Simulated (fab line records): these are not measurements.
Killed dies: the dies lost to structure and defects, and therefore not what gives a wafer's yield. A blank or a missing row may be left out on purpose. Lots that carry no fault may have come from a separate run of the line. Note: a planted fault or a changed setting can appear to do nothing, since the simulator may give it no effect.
Which tool is to blame? || flow n5_finfet || 10 lots (28 wafers sampled), 1 step of a 1938-step route

== WHAT EACH GAUGE READ, for each wafer ==
N5_BEOL_M6_OVL_MEAS_12.
{"lot": "L269", "measured": "day 9 08:31", "on": "overlay-01", "M6_OVL (nm)": "-0.1 0.8 0.2"}
{"lot": "L270", "measured": "day 10 03:30", "on": "overlay-01", "M6_OVL (nm)": "-0.2 0.6 -0.1"}
{"lot": "L271", "measured": "day 10 10:23", "on": "overlay-01", "M6_OVL (nm)": "2.0 0.2 0.9"}
{"lot": "L284", "measured": "day 13 03:07", "on": "overlay-01", "M6_OVL (nm)": "-1.0 0.0 0.8"}
{"lot": "L286", "measured": "day 13 09:46", "on": "overlay-02", "M6_OVL (nm)": "-2.0 0.0"}
{"lot": "L285", "measured": "day 13 11:08", "on": "overlay-01", "M6_OVL (nm)": "-0.5 -1.2 0.1"}
{"lot": "L287", "measured": "day 13 12:55", "on": "overlay-02", "M6_OVL (nm)": "-0.6 -0.1"}
{"lot": "L288", "measured": "day 13 14:51", "on": "overlay-02", "M6_OVL (nm)": "-0.3 0.5 -0.8"}
{"lot": "L289", "measured": "day 14 11:33", "on": "overlay-01", "M6_OVL (nm)": "0.2 1.0 -0.1"}
{"lot": "L291", "measured": "day 14 15:56", "on": "overlay-01", "M6_OVL (nm)": "0.2 -0.3 -0.6"}

== WHAT TOOL EACH LOT RAN ON (gives the tool, then ch and the chambers of the sampled wafers, and finally the start) ==
Before these readings, the record contains no process step.

== THE ANSWER, worked out from the rows above alone ==
Rule: usual is defined by the lots themselves. The widest of any qualifying gaps counts: lots, ordered by their means at a reading, are off when they make up no more than a third of the lots, leave a main group of 4 or more, and stand apart from it by 3 or more times the standard deviation of that group's means. The tables above print the reading to a certain number of digits; a main group whose means all agree to those digits is not used. A lot without any number at a reading at which 4 lots or more have one is off too. Any other lot the step has rows for is counted as sound.
None of the lots is off at any reading shown; this tells nothing.

== WHAT WAS PUT IN BY THE SIMULATOR ==
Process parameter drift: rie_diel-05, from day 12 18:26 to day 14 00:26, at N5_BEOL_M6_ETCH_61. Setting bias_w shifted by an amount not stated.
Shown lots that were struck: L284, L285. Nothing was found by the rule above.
